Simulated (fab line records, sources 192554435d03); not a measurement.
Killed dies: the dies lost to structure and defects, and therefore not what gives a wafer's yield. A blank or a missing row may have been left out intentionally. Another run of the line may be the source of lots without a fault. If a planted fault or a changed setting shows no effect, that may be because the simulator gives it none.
Split-lot experiment    flow n5 finfet    21 wafers read across 7 lots, on a route 1938 steps long

## ABOUT THE SPLIT
At N5_BEOL_M11_ILD_DEP_00 (deposits SiCOH lowk from DEMS/porogen, target thk 308.51 nm, time 58 s), the setting time s was moved away from the recipe's 58 s on 7 of the 21 wafers read, by -14.9% to +8.6%. For the rest of the wafers, this setting stayed at what the recipe calls for.

## FROM THE SPLIT ON TO THE READING: in between, the file shows 1 step
- N5_BEOL_M11_CURE_71: cures SiCOH lowk, time 240 s

## THE READING
M11_ILD_THK (nm), taken at N5_BEOL_M11_THK_MEAS_01. Typical for fault-free wafers on this fab line: 268 nm, with standard deviation 3 nm.

wafer   tool, chamber at the split  time s as run, s  against the recipe  M11_ILD_THK, nm  against lot-mates on the recipe
L075.1  pecvd-02, 1                 58                recipe              265              -
L075.2  pecvd-02, 2                 58                recipe              266              -
L075.4  pecvd-02, 0                 58                recipe              270              -
L079.3  pecvd-02, 2                 58                recipe              268              -
L079.4  pecvd-02, 0                 58                recipe              273              -
L079.5  pecvd-02, 2                 58                recipe              270              -
L086.2  pecvd-01, 2                 58                recipe              267              -
L086.4  pecvd-01, 2                 50.78             -12.4%              239              -30
L086.6  pecvd-01, 1                 58                recipe              271              -
L087.3  pecvd-01, 0                 58                recipe              265              -
L087.5  pecvd-01, 0                 58                recipe              270              -
L087.6  pecvd-01, 2                 51.55             -11.1%              242              -26
L091.2  pecvd-02, 2                 49.34             -14.9%              228              -40
L091.3  pecvd-02, 0                 58                recipe              268              -
L091.4  pecvd-02, 1                 58                recipe              267              -
L096.3  pecvd-02, 1                 63.01             +8.6%               287              +16
L096.4  pecvd-02, 2                 58                recipe              271              -
L096.5  pecvd-02, 0                 58                recipe              271              -
L095.1  pecvd-02, 0                 49.53             -14.6%              224              no lot-mate on the recipe
L095.4  pecvd-02, 0                 49.53             -14.6%              230              no lot-mate on the recipe
L095.5  pecvd-02, 2                 49.53             -14.6%              227              no lot-mate on the recipe

THE FIT
A straight line over all 21 wafers: M11_ILD_THK changes by +2.66 nm for each +1% of time s; r = +0.99; the points scatter about the line by 2.9 nm.
The same after taking each lot's own level away (the mean of its wafers on the recipe; 18 wafers): +2.38 nm for each +1%; r = +0.99; scatter 2.3 nm.
Per that fit: largest time s move, reading shift of 36 nm.
The lots' own levels span 267.0 to 271.0 nm, that is 1.3 times the standard deviation above.
So the lot-to-lot level changes the slope: the two fits differ.
Check: with one of the wafers moved furthest among these (-14.9%) left out of the fit, the line predicts -33.7 nm for it against its lot-mates. It came out at -39.5 nm against them.

## ADDITIONAL SPLITS CARRIED BY THESE WAFERS
These wafers also went through other splits before the reading. Each is held against what the fit with the lots' levels taken away leaves over:
other split on the same wafers  wafers away from the commonest value  r with M11_ILD_THK (lot level and that fit taken away)
N5_BEOL_M10_PECVD_70 time s     7                                     -0.10
N5_BEOL_M10_COAT_59 temp c      7                                     -0.02

## THE WHOLE CHAIN: every reading that the file lists as answering this split, in the file's order
step                     what it does                                                            reading                                                                                    change (the file's fit)               r (the file's)
N5_BEOL_M11_ILD_DEP_00   deposits SiCOH lowk from DEMS/porogen, target thk 308.51 nm, time 58 s  SiCOH_lowk_of_BEOL_M11_ILD_DEP_00.thk nm (the simulator's own value, which no gauge read)  +2.76 nm for each +1% of the setting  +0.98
N5_BEOL_M11_CURE_71      cures SiCOH lowk, time 240 s                                            SiCOH_lowk_of_BEOL_M11_ILD_DEP_00.thk nm (the simulator's own value, which no gauge read)  +2.43 nm for each +1% of the setting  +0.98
N5_BEOL_M11_THK_MEAS_01                                                                          M11_ILD_THK                                                                                +2.44 for each +1% of the setting     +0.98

## THE FILE'S OWN FIT
M11_ILD_THK changes by +2.44 nm for each +1% of time s, r = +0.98.
